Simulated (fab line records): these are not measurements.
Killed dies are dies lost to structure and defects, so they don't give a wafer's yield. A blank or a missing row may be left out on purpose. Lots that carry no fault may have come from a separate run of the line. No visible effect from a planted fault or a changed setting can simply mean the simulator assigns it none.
fab line records -- flow nand_harc -- part 2 of 2: steps 26 to 33 of 33
record: lots: 5, wafers: 15, last_day: 24
route steps=1159 shown HYBRID_BOND@1097 THIN_TSV@1101
lots untouched by any fault: they come from a run of this same line in which no faults occurred
start_h: the number of hours between the record's first day and the start of the first shown wafer of the lot -- wait_h: how many hours have passed since the lot's step before this one -- " the same as in the row above -- L1.1+2: a row that stands for several wafers -- - either no value or no given start -- * or withheld: withheld -- < > ~ a bound
route shown NAME@n: NAME is a module with steps in the file, n the number in the route of the first one -- usual: average and standard deviation across the fault-free wafers -- same: alike in all rows -- chamber/n: place in a boat -- sites: readings site by site -- _std_site: standard deviation of those values -- _edge_site: outer sites' mean less inner sites' -- radius_mm: for every site, how far away it sits from the centre of the wafer -- mask NAME#n: copy n -- behind: the tool/chamber that last shaped the wafer -- hold: cause of the lot's hold/its duration in hours/its outcome -- device: which transistor (n, p or np) failed to switch -- end of line: tests of these same wafers at the route's end -- a step given without rows: its recipe and nothing more -- killed: dies lost to structure and defects at the first sort, not the wafer's yield -- map: dies across one wafer; x = killed, . = not, _ = none there
set.NAME: the setting that was run; set.NAME@STEP: the one run at that earlier step -- model.NAME: the simulator's own value behind a step, which no gauge read
lots seen at some steps along the route; tables by step, rows by wafer
services: a tool's chamber out of use, with start hour (start_h, from the record's first day; less than 0 if before it), hours out, and reason
== steps ==
step: NHARC_THIN_TSV_STRIP_45
recipe: power_w: 1500, temp_c: 250, chemistry: O2
usual: drypump_motor_current_A: 6.0/0.31, heater_power_w: 319/17
lot.wafer,tool,chamber,start_h,wait_h,drypump_motor_current_A,heater_power_w,rf_hours_counter_h
L076.2,plasma_asher-01,1,439.52,0.1,5.8,316,52
L076.3,plasma_asher-01,1,439.52,0.1,5.8,299,-
L076.5,plasma_asher-01,0,439.52,0.1,5.8,334,-
L079.4,plasma_asher-02,0,454.79,0.2,6.0,303,-
L079.3,plasma_asher-02,1,454.79,0.2,6.6,307,-
L079.5,plasma_asher-02,1,454.79,0.2,6.6,302,-
L086.4,plasma_asher-01,1,527.91,0.2,5.8,321,-
L086.6,plasma_asher-01,1,527.91,0.2,5.8,330,-
L086.5,plasma_asher-01,0,527.91,0.2,5.8,348,-
L095.1,plasma_asher-01,0,542.73,0.9,5.8,343,27
L095.3,plasma_asher-01,1,542.73,0.9,5.9,321,-
L095.5,plasma_asher-01,0,542.73,0.9,5.9,337,-
L096.1,plasma_asher-01,0,559.59,0.1,5.8,343,35
L096.4,plasma_asher-01,1,559.59,0.1,5.9,325,-
L096.6,plasma_asher-01,0,559.59,0.1,5.8,341,-
step: NHARC_THIN_TSV_STRIP_46
recipe: time_s: 1200, temp_c: 72.5, chemistry: post_etch_residue_remover
usual: bath_guard_temp_C: 72.8/0.55, bath_heat_duty_pct: 14.7/1.5
lot.wafer,tool,chamber,start_h,wait_h,bath_guard_temp_C,bath_heat_duty_pct
L076.2,wet_bench-08,4,439.85,0.3,73.8,13.8
L076.3,wet_bench-08,5,439.85,0.3,72.2,16.0
L076.5,wet_bench-08,7,439.85,0.3,72.5,15.9
L079.4,wet_bench-10,5,455.04,0.2,72.4,13.9
L079.3,wet_bench-10,7,455.04,0.2,72.4,12.6
L079.5,wet_bench-10,0,455.04,0.2,72.4,13.3
L086.4,wet_bench-10,0,528.16,0.2,72.3,13.1
L086.5,wet_bench-10,1,528.16,0.2,72.2,14.6
L086.6,wet_bench-10,5,528.16,0.2,72.0,15.4
L095.3,wet_bench-08,7,543.09,0.2,72.5,16.2
L095.5,wet_bench-08,0,543.09,0.2,72.9,15.0
L095.1,wet_bench-08,2,543.09,0.2,73.1,13.9
L096.1,wet_bench-08,1,559.96,0.3,72.5,14.4
L096.4,wet_bench-08,2,559.96,0.3,72.7,13.0
L096.6,wet_bench-08,4,559.96,0.3,73.7,15.5
step: NHARC_THIN_TSV_DEP_47
recipe: target_thk_a: 2000, temp_c: withheld, pressure_torr: 6.5, rf_w: 900, teos_flow_sccm: 161.4, flow_sccm: 2650, target_thk_nm: 200, gas: O2, material: SiO2
usual: mfc_precursor_sccm: 161.4/0.49, rf_fwd_power_W: 898.0/2.6, throttle_valve_pct: 15.9/0.41
lot.wafer,tool,chamber,start_h,wait_h,mfc_precursor_sccm,rf_fwd_power_W,throttle_valve_pct
L076.2,pecvd-02,1,440.29,-,161.4,901.0,15.5
L076.3,pecvd-02,2,440.29,-,162.0,900.8,15.8
L076.5,pecvd-02,1,440.29,-,161.1,897.5,15.5
L079.3,pecvd-03,1,455.54,-,160.8,897.6,15.6
L079.4,pecvd-03,0,455.54,-,161.4,902.8,16.0
L079.5,pecvd-03,2,455.54,-,161.3,895.6,15.6
L086.6,pecvd-02,1,528.78,-,161.9,900.1,15.8
L086.5,pecvd-02,2,528.78,-,161.7,899.3,16.0
L086.4,pecvd-02,0,528.78,-,161.9,898.3,16.5
L095.3,pecvd-01,2,543.53,-,161.3,895.1,15.6
L095.1,pecvd-01,0,543.53,-,161.2,898.0,16.6
L095.5,pecvd-01,1,543.53,-,161.5,900.7,16.8
L096.1,pecvd-01,2,560.73,-,162.0,895.3,15.9
L096.4,pecvd-01,1,560.73,-,161.9,897.6,16.9
L096.6,pecvd-01,0,560.73,-,160.8,900.4,16.8
step: NHARC_THIN_TSV_ETCHBACK_48
recipe: target_depth_a: 10285, over_etch_frac: 0.3, time_s: 405.17, ion_energy_ev: 250, c4f8_flow_sccm: withheld, ar_flow_sccm: withheld, rf_w: 600, bias_w: 300, chemistry: C4F8/Ar
usual: chamber_pressure_mTorr: 24.999/0.024, oes_product_au: 0.95/0.032, rf_fwd_power_W: 599.1/1.7, rf_vpp_V: 545.8/2.7
lot.wafer,tool,chamber,start_h,wait_h,chamber_pressure_mTorr,oes_product_au,rf_fwd_power_W,rf_hours_counter_h,rf_vpp_V
L076.2,rie_diel-02,0,440.69,-,25.013,0.92,599.3,14,543.6
L076.3,rie_diel-02,1,440.69,-,24.994,0.92,601.3,13,546.0
L076.5,rie_diel-02,0,440.69,-,24.981,0.93,598.7,-,544.9
L079.3,rie_diel-10,2,455.89,-,24.988,0.93,600.3,6,547.3
L079.4,rie_diel-10,1,455.89,-,24.983,0.92,598.3,7,544.1
L079.5,rie_diel-10,2,455.89,-,25.000,0.92,597.0,-,550.4
L086.4,rie_diel-10,1,529.08,-,24.968,0.93,597.7,11,545.3
L086.6,rie_diel-10,0,529.08,-,25.000,0.92,599.8,-,550.5
L086.5,rie_diel-10,1,529.08,-,24.967,0.92,599.9,-,543.9
L095.1,rie_diel-02,3,543.94,-,24.990,1.00,597.6,3,544.0
L095.3,rie_diel-02,1,543.94,-,25.007,1.01,602.1,5,546.2
L095.5,rie_diel-02,3,543.94,-,24.984,1.00,598.7,-,544.5
L096.1,rie_diel-02,1,561.13,-,24.977,0.94,599.3,8,543.3
L096.4,rie_diel-02,2,561.13,-,25.031,0.93,599.5,6,540.5
L096.6,rie_diel-02,1,561.13,-,24.969,0.93,598.3,-,544.5
step: NHARC_THIN_TSV_STRIP_62
recipe: power_w: 1500, temp_c: 250, time_s: 20, chemistry: N2/H2
usual: drypump_motor_current_A: 6.1/0.34, heater_power_w: 312/16
lot.wafer,tool,chamber,start_h,wait_h,drypump_motor_current_A,heater_power_w,rf_hours_counter_h
L076.2,plasma_asher-02,0,441.08,-,6.0,314,24
L076.3,plasma_asher-02,1,441.08,-,6.6,305,-
L076.5,plasma_asher-02,0,441.08,-,6.0,310,-
L079.4,plasma_asher-02,1,456.29,-,6.6,298,-
L079.3,plasma_asher-02,0,456.29,-,6.0,307,-
L079.5,plasma_asher-02,0,456.29,-,6.0,301,-
L086.4,plasma_asher-02,0,529.44,-,6.0,298,-
L086.6,plasma_asher-02,0,529.44,-,6.0,303,-
L086.5,plasma_asher-02,1,529.44,-,6.6,300,-
L095.1,plasma_asher-01,1,544.84,-,5.9,329,29
L095.3,plasma_asher-01,1,544.84,-,5.8,312,-
L095.5,plasma_asher-01,0,544.84,-,5.8,347,-
L096.1,plasma_asher-02,1,561.46,-,6.6,301,5
L096.4,plasma_asher-02,1,561.46,-,6.6,300,-
L096.6,plasma_asher-02,0,561.46,-,6.0,298,-
step: NHARC_THIN_TSV_DEGAS_49
recipe: temp_c: 300, time_s: 120
usual: heater_power_w: 474/68
lot.wafer,tool,chamber,start_h,wait_h,heater_power_w
L076.2,pvd_sputter-03,-,441.25,0.2,410
L076.3,pvd_sputter-03,-,441.25,0.2,463
L076.5,pvd_sputter-03,-,441.25,0.2,569
L079.4,pvd_sputter-02,-,456.42,0.1,590
L079.3,pvd_sputter-02,-,456.42,0.1,438
L079.5,pvd_sputter-02,-,456.42,0.1,497
L086.4,pvd_sputter-01,-,529.57,0.1,534
L086.5,pvd_sputter-01,-,529.57,0.1,539
L086.6,pvd_sputter-01,-,529.57,0.1,487
L095.3,pvd_sputter-02,-,544.99,0.1,485
L095.1,pvd_sputter-02,-,544.99,0.1,589
L095.5,pvd_sputter-02,-,544.99,0.1,437
L096.1,pvd_sputter-01,-,561.64,0.2,399
L096.4,pvd_sputter-01,-,561.64,0.2,353
L096.6,pvd_sputter-01,-,561.64,0.2,475
step: NHARC_THIN_TSV_PRE_CLEAN_50
recipe: time_s: 30, temp_c: 280, gas: H2/He
usual: heater_power_w: 416/61
lot.wafer,tool,chamber,start_h,wait_h,heater_power_w
L076.2,pvd_sputter-03,-,-,-,355
L076.3,pvd_sputter-03,-,-,-,405
L076.5,pvd_sputter-03,-,-,-,470
L079.4,pvd_sputter-02,-,-,-,508
L079.3,pvd_sputter-02,-,-,-,392
L079.5,pvd_sputter-02,-,-,-,515
L086.4,pvd_sputter-01,-,-,-,317
L086.5,pvd_sputter-01,-,-,-,358
L086.6,pvd_sputter-01,-,-,-,324
L095.1,pvd_sputter-02,-,-,-,385
L095.3,pvd_sputter-02,-,-,-,522
L095.5,pvd_sputter-02,-,-,-,392
L096.4,pvd_sputter-01,-,-,-,475
L096.1,pvd_sputter-01,-,-,-,356
L096.6,pvd_sputter-01,-,-,-,482
step: NHARC_THIN_TSV_PVD_19
recipe: target_thk_a: 200, chamber_pressure_pa: 5, material: TaN
usual: throttle_valve_pct: 29.6/0.88
lot.wafer,tool,chamber,start_h,wait_h,throttle_valve_pct
L076.3,pvd_sputter-03,-,-,-,29.7
L076.2,pvd_sputter-03,-,-,-,31.7
L076.5,pvd_sputter-03,-,-,-,29.8
L079.3,pvd_sputter-02,-,-,-,29.8
L079.4,pvd_sputter-02,-,-,-,30.9
L079.5,pvd_sputter-02,-,-,-,29.7
L086.4,pvd_sputter-01,-,-,-,29.9
L086.5,pvd_sputter-01,-,-,-,30.6
L086.6,pvd_sputter-01,-,-,-,30.0
L095.1,pvd_sputter-02,-,-,-,29.0
L095.3,pvd_sputter-02,-,-,-,29.7
L095.5,pvd_sputter-02,-,-,-,29.5
L096.1,pvd_sputter-01,-,-,-,30.0
L096.4,pvd_sputter-01,-,-,-,28.3
L096.6,pvd_sputter-01,-,-,-,30.5
== services ==
tool,chamber,start_h,hours,kind
wet_bench-08,-,406.40,8.0,pm
litho_track-05,-,412.00,7.0,pm
rie_diel-02,1,416.22,11.6,repair
rie_diel-10,2,419.80,8.7,repair
wet_bench-10,-,423.22,8.0,pm
pvd_sputter-01,-,423.68,14.6,repair
wet_bench-10,-,445.47,3.3,repair
rie_diel-02,3,451.06,3.0,repair
pvd_sputter-01,-,452.56,1.1,repair
plasma_asher-01,-,453.00,9.0,pm
rie_diel-02,1,456.85,2.5,repair
plasma_asher-01,-,484.49,3.4,repair
rie_diel-02,0,492.53,2.7,repair
rie_diel-02,1,495.84,4.4,repair
grinder-01,-,500.62,0.8,repair
rie_diel-02,-,504.86,9.0,pm
litho_track-02,-,515.00,7.0,pm
pvd_sputter-01,-,518.03,10.0,pm
grinder-01,-,519.04,1.7,repair
grinder-01,-,530.13,0.9,repair
rie_diel-10,-,530.53,9.0,pm
plasma_asher-02,-,537.55,9.0,pm
rie_diel-02,0,542.04,8.0,repair
wet_bench-08,-,554.76,0.5,repair
